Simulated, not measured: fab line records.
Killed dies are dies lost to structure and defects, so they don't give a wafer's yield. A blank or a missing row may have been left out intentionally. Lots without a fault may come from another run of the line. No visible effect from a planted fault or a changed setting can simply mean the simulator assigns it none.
Which tool did it? :: flow n5-finfet :: 11 lots, 33 wafers sampled, at 5 steps of a route of 1938

## WHAT EACH GAUGE READ, for each wafer
N5_SD_EPI_P_EPI_MEAS_23. Usual: 60.7 nm for thk-nm, sd 1.3.
lot: L468
measured: day 3 10:58
on: film-metro-02
thk-nm (nm): 60.2 60.6 60.9
flag: 

lot: L469
measured: day 3 17:47
on: film-metro-01
thk-nm (nm): 61.0 61.2 58.8
flag: 

lot: L471
measured: day 4 07:37
on: film-metro-01
thk-nm (nm): 59.6 61.3 59.8
flag: 

lot: L477
measured: day 5 20:17
on: film-metro-01
thk-nm (nm): 61.1 60.5 60.5
flag: 

lot: L478
measured: day 5 22:13
on: film-metro-01
thk-nm (nm): 62.8 61.2 60.9
flag: 

lot: L484
measured: day 7 07:14
on: film-metro-01
thk-nm (nm): 60.0 61.9 59.9
flag: 

lot: L486
measured: day 7 23:49
on: film-metro-02
thk-nm (nm): 62.2 59.6 60.8
flag: 

lot: L488
measured: day 8 10:28
on: film-metro-02
thk-nm (nm): 61.0 63.6 61.6
flag: 

lot: L489
measured: day 8 21:23
on: film-metro-02
thk-nm (nm): 60.6 61.4 60.6
flag: 

lot: L491
measured: day 9 04:25
on: film-metro-02
thk-nm (nm): 60.6 59.0 59.6
flag: 

lot: L490
measured: day 9 05:22
on: film-metro-01
thk-nm (nm): 61.3 61.3 61.9
flag: 

N5_SD_EPI_P_INSPECT_26: inspects for defects (darkfield). Usual: 193 for raw-defect-count, sd 41.
lot: L468
measured: day 3 11:08
on: defect-inspect-02
raw-defect-count: 231 246 172
flag: 

lot: L469
measured: day 3 17:57
on: defect-inspect-01
raw-defect-count: 157 146 171
flag: 

lot: L471
measured: day 4 07:47
on: defect-inspect-02
raw-defect-count: 226 178 127
flag: 

lot: L477
measured: day 5 20:28
on: defect-inspect-01
raw-defect-count: 170 1549 212
flag: OFF

lot: L478
measured: day 5 22:23
on: defect-inspect-01
raw-defect-count: 169 194 219
flag: 

lot: L484
measured: day 7 07:25
on: defect-inspect-01
raw-defect-count: 253 161 185
flag: 

lot: L486
measured: day 8 00:01
on: defect-inspect-02
raw-defect-count: 158 154 187
flag: 

lot: L488
measured: day 8 10:38
on: defect-inspect-02
raw-defect-count: 264 297 222
flag: 

lot: L489
measured: day 8 21:34
on: defect-inspect-01
raw-defect-count: 303 238 272
flag: 

lot: L491
measured: day 9 04:36
on: defect-inspect-01
raw-defect-count: 147 136 142
flag: 

lot: L490
measured: day 9 05:32
on: defect-inspect-01
raw-defect-count: 185 167 201
flag: 

N5_SD_ACTIVATION_INSPECT_02: inspects for defects (darkfield). Usual: 193 for raw-defect-count, sd 41.
lot: L468
measured: day 3 11:53
on: defect-inspect-02
raw-defect-count: 238 229 166
flag: 

lot: L469
measured: day 3 18:42
on: defect-inspect-01
raw-defect-count: 158 148 158
flag: 

lot: L471
measured: day 4 08:32
on: defect-inspect-01
raw-defect-count: 228 179 131
flag: 

lot: L477
measured: day 5 21:15
on: defect-inspect-02
raw-defect-count: 164 1561 204
flag: OFF

lot: L478
measured: day 5 23:08
on: defect-inspect-02
raw-defect-count: 175 201 200
flag: 

lot: L484
measured: day 7 08:11
on: defect-inspect-02
raw-defect-count: 245 156 166
flag: 

lot: L486
measured: day 8 00:52
on: defect-inspect-01
raw-defect-count: 171 159 190
flag: 

lot: L488
measured: day 8 11:24
on: defect-inspect-01
raw-defect-count: 277 313 230
flag: 

lot: L489
measured: day 8 22:19
on: defect-inspect-01
raw-defect-count: 300 240 268
flag: 

lot: L491
measured: day 9 05:30
on: defect-inspect-02
raw-defect-count: 147 128 148
flag: 

lot: L490
measured: day 9 06:28
on: defect-inspect-02
raw-defect-count: 182 181 195
flag: 

## EACH LOT AND THE TOOL THAT RAN IT (in order: tool; ch and the chambers of the sampled wafers; start)
lot: L468
N5_SD_EPI_P_PRECLEAN_33: wet-bench-03 ch 0,3,7, day 3 11:05
N5_SD_ACTIVATION_LSA_01: laser-anneal-01 ch 0, day 3 11:28

lot: L469
N5_SD_EPI_P_PRECLEAN_33: wet-bench-06 ch 1,4,7, day 3 17:54
N5_SD_ACTIVATION_LSA_01: laser-anneal-01 ch 0, day 3 18:11

lot: L471
N5_SD_EPI_P_PRECLEAN_33: wet-bench-03 ch 4,5,6, day 4 07:44
N5_SD_ACTIVATION_LSA_01: laser-anneal-01 ch 0, day 4 08:01

lot: L477
N5_SD_EPI_P_PRECLEAN_33: wet-bench-03 ch 1,3,7, day 5 20:24
N5_SD_ACTIVATION_LSA_01: laser-anneal-02 ch 0, day 5 20:47

lot: L478
N5_SD_EPI_P_PRECLEAN_33: wet-bench-06 ch 2,3,4, day 5 22:20
N5_SD_ACTIVATION_LSA_01: laser-anneal-01 ch 0, day 5 22:43

lot: L484
N5_SD_EPI_P_PRECLEAN_33: wet-bench-04 ch 1,4,6, day 7 07:21
N5_SD_ACTIVATION_LSA_01: laser-anneal-01 ch 0, day 7 07:43

lot: L486
N5_SD_EPI_P_PRECLEAN_33: wet-bench-06 ch 0,2,4, day 7 23:57
N5_SD_ACTIVATION_LSA_01: laser-anneal-01 ch 0, day 8 00:20

lot: L488
N5_SD_EPI_P_PRECLEAN_33: wet-bench-04 ch 1,2,6, day 8 10:35
N5_SD_ACTIVATION_LSA_01: laser-anneal-01 ch 0, day 8 10:53

lot: L489
N5_SD_EPI_P_PRECLEAN_33: wet-bench-04 ch 2,5,6, day 8 21:30
N5_SD_ACTIVATION_LSA_01: laser-anneal-01 ch 0, day 8 21:47

lot: L491
N5_SD_EPI_P_PRECLEAN_33: wet-bench-06 ch 2,3,7, day 9 04:32
N5_SD_ACTIVATION_LSA_01: laser-anneal-01 ch 0, day 9 05:00

lot: L490
N5_SD_EPI_P_PRECLEAN_33: wet-bench-03 ch 2,3,6, day 9 05:29
N5_SD_ACTIVATION_LSA_01: laser-anneal-01 ch 0, day 9 06:00
- N5_SD_EPI_P_PRECLEAN_33: cleans in SC2, time 45 s.
- N5_SD_ACTIVATION_LSA_01: time 0.0008 s.

## WHAT THE TOOLS THEMSELVES READ (means of the sampled wafers that have a number; where no wafer has one, the mark that the record gives instead)
N5_SD_EPI_P_PRECLEAN_33. Usual: 3.4 % for bath-heat-duty-pct, sd 0.53.
lot: L468
tool: wet-bench-03
bath-heat-duty-pct (%): 2.9
flag: 

lot: L469
tool: wet-bench-06
bath-heat-duty-pct (%): 3.7
flag: 

lot: L471
tool: wet-bench-03
bath-heat-duty-pct (%): 3.5
flag: 

lot: L477
tool: wet-bench-03
bath-heat-duty-pct (%): 3.0
flag: 

lot: L478
tool: wet-bench-06
bath-heat-duty-pct (%): 3.3
flag: 

lot: L484
tool: wet-bench-04
bath-heat-duty-pct (%): 2.9
flag: 

lot: L486
tool: wet-bench-06
bath-heat-duty-pct (%): 3.4
flag: 

lot: L488
tool: wet-bench-04
bath-heat-duty-pct (%): 3.5
flag: 

lot: L489
tool: wet-bench-04
bath-heat-duty-pct (%): 3.3
flag: 

lot: L491
tool: wet-bench-06
bath-heat-duty-pct (%): 3.4
flag: 

lot: L490
tool: wet-bench-03
bath-heat-duty-pct (%): 3.4
flag: 

N5_SD_ACTIVATION_LSA_01. Usual: 1084.9 for wafer_temp_C_max, sd 1.5.
lot: L468
tool: laser-anneal-01
wafer_temp_C_max: 1083.5
flag: 

lot: L469
tool: laser-anneal-01
wafer_temp_C_max: 1083.9
flag: 

lot: L471
tool: laser-anneal-01
wafer_temp_C_max: 1083.3
flag: 

lot: L477
tool: laser-anneal-02
wafer_temp_C_max: 1086.8
flag: 

lot: L478
tool: laser-anneal-01
wafer_temp_C_max: 1083.1
flag: 

lot: L484
tool: laser-anneal-01
wafer_temp_C_max: 1083.8
flag: 

lot: L486
tool: laser-anneal-01
wafer_temp_C_max: 1083.7
flag: 

lot: L488
tool: laser-anneal-01
wafer_temp_C_max: 1083.9
flag: 

lot: L489
tool: laser-anneal-01
wafer_temp_C_max: 1083.8
flag: 

lot: L491
tool: laser-anneal-01
wafer_temp_C_max: 1084.0
flag: 

lot: L490
tool: laser-anneal-01
wafer_temp_C_max: 1084.0
flag: 

## THE ANSWER, worked out from the rows above alone
Rule: take the mean of a lot's wafers that have a number; if it is more than 3 standard deviations from the usual mean, the lot is off. Also off: a lot with no number at a reading for which 4 or more lots have one. Where the step has rows for the other lots, those lots are counted as sound. The gauges are gone through in route order, then the tools' own readings, and for those a lot's mean is taken as printed above. The first step at which some lot is off is used, and at that step the reading that is off furthest; a lot without a number counts as furthest.
Off: L477, at N5_SD_EPI_P_INSPECT_26 (raw-defect-count).
If a tool, at a process step before that reading, ran all the lots that are off and no sound lot after the first of them, it fits. The gauges at N5_SD_EPI_P_INSPECT_26 aren't tried: what is off there is off at N5_SD_ACTIVATION_INSPECT_02 too, on other tools, and a gauge's error can't cause that. None of those tried fits.

## WHAT THE SIMULATOR HAD PUT IN
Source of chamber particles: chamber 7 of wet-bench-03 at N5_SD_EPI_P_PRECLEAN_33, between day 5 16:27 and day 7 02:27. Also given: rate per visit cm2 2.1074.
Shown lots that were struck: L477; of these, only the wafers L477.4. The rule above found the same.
